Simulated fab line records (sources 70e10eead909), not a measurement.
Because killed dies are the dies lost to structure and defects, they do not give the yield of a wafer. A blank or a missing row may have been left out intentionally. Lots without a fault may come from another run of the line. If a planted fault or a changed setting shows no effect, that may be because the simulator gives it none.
Which tool was responsible? || flow nand_harc || at 1 step of a route of 1159, 6 lots with 18 wafers sampled

WHAT THE GAUGES SHOWED, per wafer
NHARC_A_ONON_D1_THK_MEAS_27: measures by ellipsometry.
{"lot": "L885", "measured": "day 8 03:05", "on": "film_metro-01", "thk_nm (nm)": "1003 1002 1002"}
{"lot": "L891", "measured": "day 9 15:16", "on": "film_metro-02", "thk_nm (nm)": "1013 1014 1014"}
{"lot": "L901", "measured": "day 12 09:55", "on": "film_metro-01", "thk_nm (nm)": "998 999 1000"}
{"lot": "L903", "measured": "day 12 19:00", "on": "film_metro-01", "thk_nm (nm)": "1010 1012 1012"}
{"lot": "L905", "measured": "day 13 02:52", "on": "film_metro-02", "thk_nm (nm)": "1020 1018 1020"}
{"lot": "L907", "measured": "day 14 00:56", "on": "film_metro-02", "thk_nm (nm)": "991 992 992"}

TOOL THAT RAN EACH LOT (tool first, then ch and the chambers of the sampled wafers, then the start)
There is no process step in the record ahead of these readings.

THE ANSWER, worked out from the rows above alone
Rule: usual is defined by the lots themselves. The widest of any qualifying gaps counts: lots, ordered by their means at a reading, are off when they make up no more than a third of the lots, leave a main group of 4 or more, and stand apart from it by 3 or more times the standard deviation of that group's means. If all means in a main group match to the digits the tables above print for the reading, that group is not used. A lot without any number at a reading at which 4 lots or more have one is off too. Where the step has rows for the other lots, those lots are counted as sound.
Across all readings shown, no lot is off: no conclusion can be drawn from this.

WHAT THE SIMULATOR PUT IN
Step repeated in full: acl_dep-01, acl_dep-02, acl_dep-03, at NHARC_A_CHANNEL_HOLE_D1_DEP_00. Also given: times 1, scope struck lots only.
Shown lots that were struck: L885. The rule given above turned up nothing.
